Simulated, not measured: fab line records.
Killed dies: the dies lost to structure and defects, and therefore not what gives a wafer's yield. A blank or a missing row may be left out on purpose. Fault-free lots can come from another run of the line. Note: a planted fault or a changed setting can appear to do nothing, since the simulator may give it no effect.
Chamber matching	flow n5Finfet	N5_BEOL_M11_STRIP_36 on rieDiel-03: 4 sister chambers
The step strips in N2/H2. 4 wafers are shown with their chamber, then 9 later ones without.

## WAFERS WITH THEIR CHAMBER
wafer	chamber	showerheadPlenumPTorr (Torr)
L087.5	3	2.69
L089.1	2	2.61
L089.3	1	2.42
L089.4	0	2.51

## WAFERS WHOSE CHAMBER IS MISSING
wafer	showerheadPlenumPTorr (Torr)
L093.1	2.50
L093.3	2.69
L093.4	2.60
L096.1	2.50
L096.4	2.60
L096.5	2.60
L097.2	2.50
L097.4	2.60
L097.5	2.50

## THE CHAMBER EACH PASSED THROUGH
wafer	from the rows above	in truth
L093.1	0	0
L093.3	3	3
L093.4	2	2
L096.1	0	0
L096.4	2	2
L096.5	2	2
L097.2	0	0
L097.4	2	2
L097.5	0	0
9 of 9 placed correctly. Left unplaced by these rows: 0. Number placed wrongly: 0.
How it was worked out, from the rows above alone: a wafer's distance from a chamber is the root of the sum, over the readings, of the square of ((its reading less the chamber's mean) divided by the reading's scatter). If the next closest chamber is less than 2 further off than the closest, the wafer can't be placed; otherwise it belongs to the closest. A chamber's mean is the mean of its shown wafers. The scatter: root of mean squared gap, hidden wafer to nearest shown wafer, with one shown wafer a chamber.
